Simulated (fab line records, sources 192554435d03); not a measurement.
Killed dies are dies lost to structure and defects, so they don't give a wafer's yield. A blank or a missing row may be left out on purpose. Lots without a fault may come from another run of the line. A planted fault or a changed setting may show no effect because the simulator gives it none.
One fault seen from 2 desks | flow n5_finfet | each desk has only its own numbers; what lay behind them comes last
Where a reading is given only as a bound, like >300, the bound stands for it, and a mean or a difference that rests on one is marked > or <: the true number lies beyond.

THE DEFECT DESK
What the inspections along the route counted, lot by lot: means of the sampled wafers that have a number. A lot is out of limits, marked OUT, if its mean lies more than 4 standard deviations from the usual mean; the brackets give that distance.
Columns: A = raw_defect_count at N5_DUMMY_GATE_INSPECT_27, usual 313; B = raw_defect_count at N5_SPACER0_INSPECT_04, usual 142; C = raw_defect_count at N5_SD_EPI_N_INSPECT_11, usual 1.9; D = raw_defect_count at N5_SD_EPI_N_INSPECT_26, usual 209
lot  | first seen here | A              | B             | C                      | D
L794 | day 4 12:39     | 399            | 173           | 0.7                    | 240
L797 | day 5 08:53     | 326            | 155           | 2.7                    | 235
L801 | day 6 08:20     | 266            | 103           | 2.3                    | 168
L802 | day 6 12:17     | 353            | 146           | 2.3                    | 208
L804 | day 6 21:58     | 232            | 95            | 1.3                    | 168
L807 | day 7 22:53     | 838 (+7.2) OUT | 675 (+16) OUT | >300 (+99 or more) OUT | 800 (+14) OUT
L808 | day 7 23:41     | 214            | 110           | 2.3                    | 186
L809 | day 8 10:03     | 733 (+5.7) OUT | 622 (+15) OUT | >300 (+99 or more) OUT | 699 (+12) OUT
L811 | day 8 20:04     | 352            | 152           | 2.0                    | 230
This desk's finding: out of limits on L807, L809; first on L807, day 7 22:53 (raw_defect_count at N5_DUMMY_GATE_INSPECT_27). In limits: L794, L797, L801, L802, L804, L808, L811.

THE TOOL OWNER'S DESK: rie_si-05
The tool's own readings at N5_DUMMY_GATE_ETCH_32 (etches SiO2 in CF4, target depth 3.5 nm, time 3.9 s): means of the sampled wafers that have a number, for each lot that ran on this tool. A lot is out of limits, marked OUT, if its mean lies more than 4 standard deviations from the usual mean; the brackets give that distance.
Columns: A = bias_w at N5_DUMMY_GATE_ETCH_32, usual 399.8 W; B = drypump_motor_current_A at N5_DUMMY_GATE_ETCH_32, usual 5.8 A; C = oes_product_au at N5_DUMMY_GATE_ETCH_32, usual 1.002 a.u.; D = throttle_valve_pct at N5_DUMMY_GATE_ETCH_32, usual 21.85 %
lot  | first seen here | A     | B   | C     | D
L794 | day 4 12:10     | 400.5 | 6.1 | 1.005 | 21.92
L797 | day 5 08:24     | 398.9 | 5.7 | 0.997 | 21.87
L802 | day 6 11:43     | 400.7 | 5.6 | 1.003 | 21.87
L807 | day 7 22:23     | 399.3 | 6.1 | 1.008 | 21.92
L809 | day 8 09:34     | 399.2 | 5.8 | 1.005 | 21.87
This desk's finding: nothing out of limits on any of the 5 lots.

PUT TOGETHER
The defect desk could have raised an alarm at day 7 22:53, on L807, L809.
The tool owner's desk saw nothing out of limits.
The tool owner's desk has L807, L809 on record, within its limits.
Of the lots named, all ran N5_DUMMY_GATE_ETCH_32 on rie_si-05.

WHAT THE SIMULATOR HAD PUT IN
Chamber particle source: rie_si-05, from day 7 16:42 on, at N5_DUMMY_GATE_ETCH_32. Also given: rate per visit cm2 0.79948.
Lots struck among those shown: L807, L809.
Hours from the fault's start to each desk's first reading out of limits: the defect desk, 6.
